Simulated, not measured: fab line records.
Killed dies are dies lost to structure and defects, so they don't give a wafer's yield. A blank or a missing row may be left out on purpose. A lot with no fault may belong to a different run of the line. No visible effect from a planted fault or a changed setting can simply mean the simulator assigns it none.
Matching of chambers    flow nand-harc    NHARC_A_CONTACT_ALD_18 on ald-metal-01 has 4 sister chambers
The step deposits TiN, target thk 3 nm, pulse time 1 s, ald cycles 150. 20 wafers are shown with their chamber, then 10 later ones without.

== WAFERS WITH THEIR CHAMBER ==
wafer   chamber  heater-power-w (W)  precursor-pulse-height-rel
L074.1  1        1068                0.993
L074.2  3        1029                1.016
L074.6  3        1026                1.002
L076.2  3        1035                0.963
L076.3  2        1145                0.983
L076.5  1        1086                0.992
L079.3  2        1132                1.000
L079.4  3        1059                1.003
L079.5  2        1133                0.980
L081.2  2        1124                0.981
L081.4  3        1022                0.984
L081.6  2        1140                1.006
L085.3  3        1042                0.990
L085.4  1        1089                0.966
L085.6  0        1162                0.975
L083.3  1        1069                0.982
L083.5  0        1143                0.982
L083.6  1        1081                1.016
L087.1  0        1138                0.978
L087.2  2        1125                1.011

SIGNATURES, as means of the wafers listed above
reading                     chamber 0  chamber 1  chamber 2  chamber 3  scatter within a chamber
heater-power-w              1147.67    1078.60    1133.17    1035.50    11
precursor-pulse-height-rel  0.97833    0.98980    0.99350    0.99300    0.0158
Rule: for each reading, subtract the chamber's mean from the wafer's reading, divide by that reading's scatter and square the result; add these up over the readings and take the root, which gives the wafer's distance from the chamber. The wafer belongs to the nearest chamber; if the next one is less than 2 further off, it can't be placed. The scatter is the square root of a quotient: the sum, over the shown wafers, of each reading's squared deviation from its chamber's mean, divided by wafers minus chambers.

== WAFERS WITH NO CHAMBER GIVEN ==
wafer   heater-power-w (W)  precursor-pulse-height-rel
L087.3  1005                1.001
L093.2  1094                1.007
L093.4  1186                0.972
L093.5  1132                0.989
L095.2  1069                0.958
L095.5  1153                1.004
L095.6  1118                0.994
L096.1  1018                0.992
L096.3  1178                1.054
L096.5  1202                0.933

== WHICH CHAMBER EACH ONE RAN IN ==
wafer   from the rows above      in truth
L087.3  3                        3
L093.2  can't be placed: 1 or 2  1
L093.4  can't be placed: 0 or 2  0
L093.5  can't be placed: 2 or 0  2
L095.2  can't be placed: 1 or 3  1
L095.5  can't be placed: 0 or 2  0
L095.6  can't be placed: 2 or 0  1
L096.1  3                        3
L096.3  can't be placed: 0 or 2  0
L096.5  can't be placed: 0 or 2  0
2 of 10 placed correctly. Unplaceable from these rows: 8, with the true chamber sitting among the candidates in 7. Number placed wrongly: 0.
